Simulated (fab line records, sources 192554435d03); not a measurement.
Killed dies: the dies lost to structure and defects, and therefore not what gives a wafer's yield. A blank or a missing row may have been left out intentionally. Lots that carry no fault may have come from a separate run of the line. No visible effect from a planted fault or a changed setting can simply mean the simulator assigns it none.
fab line records | flow n5_finfet | part 2 of 2: steps 23 to 28 of 28
[record] lots = 5 | wafers = 15 | last_day = 18
route steps=1938 shown MOL_CONTACT_COAG@629 BEOL_M0_SAQP@632
lots that met no fault: from a run of the same line without faults
start_h: hours from the record's opening day to when the first of the lot's shown wafers began | wait_h: hours from the lot's prior step to this one | " the same as in the row above | L1.1+2: one row covering several wafers at once | - either no value or no given start | * or withheld: withheld | < > ~ a bound
route shown NAME@n: names a module that has steps shown in the file, with the first one's number in the route | usual: mean/standard deviation taken from wafers without a fault | same: alike in all rows | chamber/n: place in a boat | sites: readings site by site | _std_site: how widely they spread, as a standard deviation | _edge_site: outer sites' mean less inner sites' | radius_mm: how far each site lies from the wafer's centre | mask NAME#n: copy n | behind: the last tool/chamber to shape the wafer | hold: the reason the lot was held/the length of the hold in hours/how it ended | device: which transistor (n, p or np) failed to switch | end of line: at the end of the route, the tests of the same wafers | step lacking rows: just its recipe | killed: the dies lost at the first sort to structure and to defects; this is not the yield of the wafer | map: a wafer's dies, marking killed ones x, the rest . and places with no die _
set.NAME: the setting that was run; set.NAME@STEP: the one run at that earlier step | model.NAME: the simulator's own value behind a step, which no gauge read
certain route steps with their lots: each step a table, each wafer a row
services: from which hour (start_h, from the record's first day; less than 0 if before it) a tool's chamber was out of use, for how many hours, and why
[[steps]]
[step N5_BEOL_M0_SAQP_DESCUM_19]
[recipe] chemistry = O2 | time_s = 7.9 | source_power_w = 50 | bias_power_w = 20 | pressure_mtorr = 20 | rf_frequency_hz = 2.712e+07 | temp_c = 40 | resist = CAR-ArF | o2_flow_sccm = 225
[usual] drypump_motor_current_A = 5.4/0.43 | oes_product_au = 0.82/0.099 | rf_vpp_V = 243.0/1.3 | showerhead_plenum_p_Torr = 2.07/0.074 | throttle_valve_pct = 20.46/0.22
lot.wafer | tool        | chamber | start_h | wait_h | drypump_motor_current_A | oes_product_au | rf_hours_counter_h | rf_vpp_V | showerhead_plenum_p_Torr | throttle_valve_pct
L075.1    | rie_diel-01 | 3       | 119.33  | 0.0    | 5.6                     | 0.68           | 246                | 244.1    | 2.17                     | 20.44
L075.3    | "           | 0       | "       | "      | 5.4                     | 0.70           | 245                | 242.3    | 1.98                     | 20.83
L075.4    | "           | 0       | "       | "      | 5.4                     | 0.69           | -                  | 241.0    | 1.98                     | 20.84
L084.2    | rie_diel-03 | 0       | 173.80  | 0.0    | 5.0                     | 0.94           | 22                 | 244.8    | 2.22                     | 20.18
L084.3    | "           | 2       | "       | "      | 5.1                     | 0.82           | 103                | 242.9    | 2.10                     | 20.33
L084.5    | "           | 1       | "       | "      | 5.6                     | 0.73           | -                  | 243.9    | 2.09                     | 20.76
L091.1    | rie_diel-04 | 0       | 209.22  | 0.0    | 5.3                     | 0.91           | 24                 | 244.2    | 2.10                     | 20.27
L091.5    | "           | 1       | "       | "      | 5.6                     | 0.80           | -                  | 242.8    | 2.10                     | 20.53
L091.6    | "           | 2       | "       | "      | 4.7                     | 0.70           | -                  | 241.2    | 1.98                     | 20.41
L092.1    | rie_diel-03 | 2       | 219.47  | 0.0    | 5.1                     | 0.81           | 114                | 243.7    | 2.09                     | 20.34
L092.3    | "           | 0       | "       | "      | 5.0                     | 0.91           | 34                 | 245.5    | 2.21                     | 20.20
L092.5    | "           | 0       | "       | "      | 5.0                     | 0.91           | -                  | 243.0    | 2.21                     | 20.20
L095.3    | rie_diel-01 | 2       | 235.85  | 0.7    | 5.4                     | 0.89           | -                  | 243.1    | 2.04                     | 20.27
L095.5    | "           | 1       | "       | "      | 5.1                     | 0.72           | -                  | 243.1    | 1.98                     | 20.77
L095.6    | "           | 2       | "       | "      | 5.5                     | 0.89           | -                  | 242.0    | 2.04                     | 20.27
[step N5_BEOL_M0_SAQP_ETCH_83]
[recipe] chemistry = CF4 | target = SiARC | target_depth_a = 390 | mask_material = CAR-ArF | time_s = 65 | ion_energy_ev = 80 | pressure_mtorr = 40 | source_w = 545 | bias_w = 36 | Ar_flow_sccm = 100 | cf4_flow_sccm = 100 | ends = cleared
[usual] drypump_motor_current_A = 5.4/0.43 | etch_rf_on_time_s = 65.4/1.9 | oes_product_au = 0.70/0.088 | rf_vpp_V = 183.9/1.2 | showerhead_plenum_p_Torr = 2.13/0.075 | throttle_valve_pct = 15.62/0.23
lot.wafer | tool        | chamber | start_h | wait_h | drypump_motor_current_A | etch_rf_on_time_s | oes_product_au | rf_hours_counter_h | rf_vpp_V | showerhead_plenum_p_Torr | throttle_valve_pct
L075.1    | rie_diel-01 | 3       | 119.36  | 0.0    | 5.6                     | 63.1              | 0.60           | 246                | 187.1    | 2.21                     | 15.72
L075.3    | "           | 0       | "       | "      | 5.4                     | 65.5              | 0.58           | 245                | 183.3    | 2.01                     | 15.93
L075.4    | "           | 0       | "       | "      | 5.4                     | 66.0              | 0.58           | -                  | 181.8    | 2.01                     | 15.93
L084.2    | rie_diel-03 | 0       | 173.83  | 0.0    | 5.0                     | 64.5              | 0.80           | 22                 | 184.4    | 2.27                     | 15.33
L084.3    | "           | 2       | "       | "      | 5.1                     | 64.2              | 0.71           | 103                | 183.5    | 2.17                     | 15.70
L084.5    | "           | 1       | "       | "      | 5.6                     | 62.9              | 0.63           | -                  | 182.2    | 2.13                     | 15.89
L091.1    | rie_diel-04 | 0       | 209.25  | 0.0    | 5.3                     | 63.7              | 0.79           | 24                 | 184.0    | 2.18                     | 15.56
L091.5    | "           | 1       | "       | "      | 5.6                     | 64.1              | 0.67           | -                  | 185.4    | 2.14                     | 15.66
L091.6    | "           | 2       | "       | "      | 4.7                     | 67.3              | 0.59           | -                  | 183.5    | 2.00                     | 15.47
L092.1    | rie_diel-03 | 2       | 219.50  | 0.0    | 5.1                     | 64.9              | 0.70           | 114                | 184.9    | 2.17                     | 15.74
L092.3    | "           | 0       | "       | "      | 5.0                     | 64.8              | 0.77           | 34                 | 184.5    | 2.27                     | 15.36
L092.5    | "           | 0       | "       | "      | 5.0                     | 63.8              | 0.78           | -                  | 186.1    | 2.27                     | 15.38
L095.3    | rie_diel-01 | 2       | 235.91  | 0.0    | 5.5                     | 67.6              | 0.74           | -                  | 183.9    | 2.08                     | 15.32
L095.5    | "           | 1       | "       | "      | 5.1                     | 68.9              | 0.60           | -                  | 183.5    | 2.05                     | 15.96
L095.6    | "           | 2       | "       | "      | 5.5                     | 67.7              | 0.74           | -                  | 184.2    | 2.08                     | 15.32
[step N5_BEOL_M0_SAQP_ETCH_84]
[recipe] chemistry = N2/H2 | target = SOC | target_depth_a = 1000 | overetch_a = 200 | mask_material = SiARC | temp_c = 40 | time_s = 150 | ion_energy_ev = 200 | pressure_mtorr = 30 | source_w = 840 | bias_w = 150 | n2_flow_sccm = 200 | h2_flow_sccm = 200
[usual] drypump_motor_current_A = 5.4/0.43 | oes_product_au = 0.73/0.087 | rf_vpp_V = 523.5/2.5 | showerhead_plenum_p_Torr = 2.52/0.084 | throttle_valve_pct = 17.84/0.3
lot.wafer | tool        | chamber | start_h | wait_h | drypump_motor_current_A | oes_product_au | rf_hours_counter_h | rf_vpp_V | showerhead_plenum_p_Torr | throttle_valve_pct
L075.1    | rie_diel-01 | 3       | 119.41  | 0.0    | 5.6                     | 0.61           | 246                | 526.4    | 2.58                     | 17.64
L075.3    | "           | 0       | "       | "      | 5.3                     | 0.61           | 245                | 518.6    | 2.39                     | 18.15
L075.4    | "           | 0       | "       | "      | 5.4                     | 0.61           | -                  | 522.3    | 2.39                     | 18.15
L084.2    | rie_diel-03 | 0       | 173.88  | 0.0    | 5.0                     | 0.84           | 22                 | 528.3    | 2.67                     | 17.32
L084.3    | "           | 2       | "       | "      | 5.1                     | 0.73           | 103                | 524.7    | 2.57                     | 17.84
L084.5    | "           | 1       | "       | "      | 5.6                     | 0.64           | -                  | 522.8    | 2.52                     | 18.10
L091.1    | rie_diel-04 | 0       | 209.30  | 0.0    | 5.3                     | 0.81           | 24                 | 525.6    | 2.59                     | 17.86
L091.5    | "           | 1       | "       | "      | 5.7                     | 0.70           | -                  | 524.5    | 2.53                     | 17.77
L091.6    | "           | 2       | "       | "      | 4.8                     | 0.63           | -                  | 521.1    | 2.43                     | 18.02
L092.1    | rie_diel-03 | 2       | 219.55  | 0.0    | 5.1                     | 0.72           | 114                | 524.2    | 2.57                     | 17.85
L092.3    | "           | 0       | "       | "      | 5.0                     | 0.81           | 34                 | 527.1    | 2.66                     | 17.34
L092.5    | "           | 0       | "       | "      | 5.0                     | 0.81           | -                  | 528.9    | 2.66                     | 17.33
L095.3    | rie_diel-01 | 2       | 236.01  | 0.1    | 5.4                     | 0.79           | -                  | 522.0    | 2.46                     | 17.55
L095.5    | "           | 1       | "       | "      | 5.1                     | 0.65           | -                  | 519.9    | 2.41                     | 18.17
L095.6    | "           | 2       | "       | "      | 5.5                     | 0.79           | -                  | 521.5    | 2.46                     | 17.54
[step N5_BEOL_M0_SAQP_STRIP_80]
[recipe] chemistry = N2/H2 | temp_c = 40 | n2_flow_sccm = 200 | h2_flow_sccm = 200 | rf_frequency_hz = 6e+07
lot.wafer  | tool        | chamber | start_h | wait_h
L075.1+3+4 | rie_diel-01 | 3,0,0   | 119.51  | 0.0
L084.2+3+5 | rie_diel-03 | 0,2,1   | 173.98  | 0.0
L091.1+5+6 | rie_diel-04 | 0,1,2   | 209.40  | 0.0
L092.1+3+5 | rie_diel-03 | 2,0,0   | 219.65  | 0.0
L095.3+5+6 | rie_diel-01 | 2,1,2   | 236.11  | 0.1
[step N5_BEOL_M0_SAQP_HM_OPEN_112]
[recipe] chemistry = CHF3/O2 | target = SiO2 | stop_on = a-Si | target_depth_a = 120 | over_etch_frac = 1.25 | mask_material = SOC | time_s = 13.5 | pressure_mtorr = 30 | source_w = 650 | bias_w = 170 | Ar_flow_sccm = 200 | CHF3_flow_sccm = 50 | O2_flow_sccm = 5 | ion_energy_ev = 200 | ends = end_point
[usual] drypump_motor_current_A = 5.4/0.43 | oes_f_703_au = 0.81/0.1 | oes_product_au = 0.54/0.064 | rf_vpp_V = 528/13 | showerhead_plenum_p_Torr = 2.39/0.084 | throttle_valve_pct = 18.86/0.26
lot.wafer | tool        | chamber | start_h | wait_h | drypump_motor_current_A | oes_f_703_au | oes_product_au | rf_hours_counter_h | rf_vpp_V | showerhead_plenum_p_Torr | throttle_valve_pct
L075.1    | rie_diel-01 | 3       | 119.52  | 0.0    | 5.6                     | 0.72         | 0.44           | 247                | 512      | 2.49                     | 18.89
L075.3    | "           | 0       | "       | "      | 5.3                     | 0.67         | 0.45           | 245                | 536      | 2.25                     | 19.03
L075.4    | "           | 0       | "       | "      | 5.3                     | 0.68         | 0.45           | -                  | 536      | 2.25                     | 19.01
L084.2    | rie_diel-03 | 0       | 173.99  | 0.0    | 5.0                     | 0.93         | 0.61           | 22                 | 514      | 2.55                     | 18.62
L084.3    | "           | 2       | "       | "      | 5.1                     | 0.82         | 0.53           | 103                | 516      | 2.44                     | 18.92
L084.5    | "           | 1       | "       | "      | 5.6                     | 0.74         | 0.48           | -                  | 531      | 2.38                     | 18.98
L091.1    | rie_diel-04 | 0       | 209.41  | 0.0    | 5.3                     | 0.91         | 0.59           | 24                 | 535      | 2.47                     | 18.94
L091.5    | "           | 1       | "       | "      | 5.6                     | 0.78         | 0.51           | -                  | 533      | 2.40                     | 18.83
L091.6    | "           | 2       | "       | "      | 4.7                     | 0.70         | 0.46           | -                  | 507      | 2.26                     | 18.68
L092.1    | rie_diel-03 | 2       | 219.66  | 0.0    | 5.1                     | 0.81         | 0.52           | 114                | 515      | 2.44                     | 18.93
L092.3    | "           | 0       | "       | "      | 5.0                     | 0.92         | 0.60           | 34                 | 515      | 2.55                     | 18.61
L092.5    | "           | 0       | "       | "      | 5.0                     | 0.92         | 0.59           | -                  | 512      | 2.55                     | 18.61
L095.3    | rie_diel-01 | 2       | 236.15  | 0.0    | 5.4                     | 0.85         | 0.58           | -                  | 551      | 2.33                     | 18.52
L095.5    | "           | 1       | "       | "      | 5.1                     | 0.69         | 0.48           | -                  | 529      | 2.33                     | 19.32
L095.6    | "           | 2       | "       | "      | 5.5                     | 0.85         | 0.58           | -                  | 552      | 2.33                     | 18.51
[step N5_BEOL_M0_SAQP_STRIP_113]
[recipe] chemistry = CHF3/O2 | resist = SiARC | rf_frequency_hz = 6e+07
lot.wafer  | tool        | chamber | start_h | wait_h
L075.1+3+4 | rie_diel-01 | 3,0,0   | 119.57  | 0.0
L084.2+3+5 | rie_diel-03 | 0,2,1   | 174.04  | 0.0
L091.1+5+6 | rie_diel-04 | 0,1,2   | 209.46  | 0.0
L092.1+3+5 | rie_diel-03 | 2,0,0   | 219.71  | 0.0
L095.3+5+6 | rie_diel-01 | 2,1,2   | 236.20  | 0.0
[[services]]
tool            | chamber | start_h | hours | kind
arfi_scanner-02 | -       | 93.88   | 1.0   | pm
pecvd-04        | 2       | 96.11   | 9.0   | repair
rie_diel-04     | 2       | 96.27   | 15.7  | repair
arfi_scanner-02 | -       | 97.29   | 1.3   | pm
arfi_scanner-02 | -       | 108.61  | 1.0   | pm
pecvd-02        | -       | 114.96  | 5.5   | pm
arfi_scanner-03 | -       | 123.63  | 0.7   | repair
pecvd-04        | -       | 125.96  | 1.0   | repair
arfi_scanner-02 | -       | 133.42  | 0.8   | pm
arfi_scanner-03 | -       | 135.27  | 1.7   | repair
rie_diel-04     | -       | 136.35  | 1.1   | repair
arfi_scanner-03 | -       | 149.31  | 1.0   | pm
rie_diel-04     | 0       | 152.81  | 8.1   | repair
arfi_scanner-02 | -       | 155.16  | 0.8   | pm
rie_diel-04     | -       | 167.56  | 0.5   | repair
arfi_scanner-03 | -       | 169.69  | 0.8   | pm
arfi_scanner-03 | -       | 175.69  | 1.3   | pm
pecvd-02        | 0       | 204.42  | 9.0   | repair
pecvd-04        | 2       | 215.90  | 3.4   | repair
rie_diel-01     | 0       | 223.37  | 15.1  | repair
pecvd-04        | 2       | 228.99  | 4.0   | repair
pecvd-02        | 1       | 230.84  | 14.9  | repair
rie_diel-01     | 3       | 232.64  | 22.4  | repair
pecvd-01        | 1       | 233.56  | 22.8  | repair
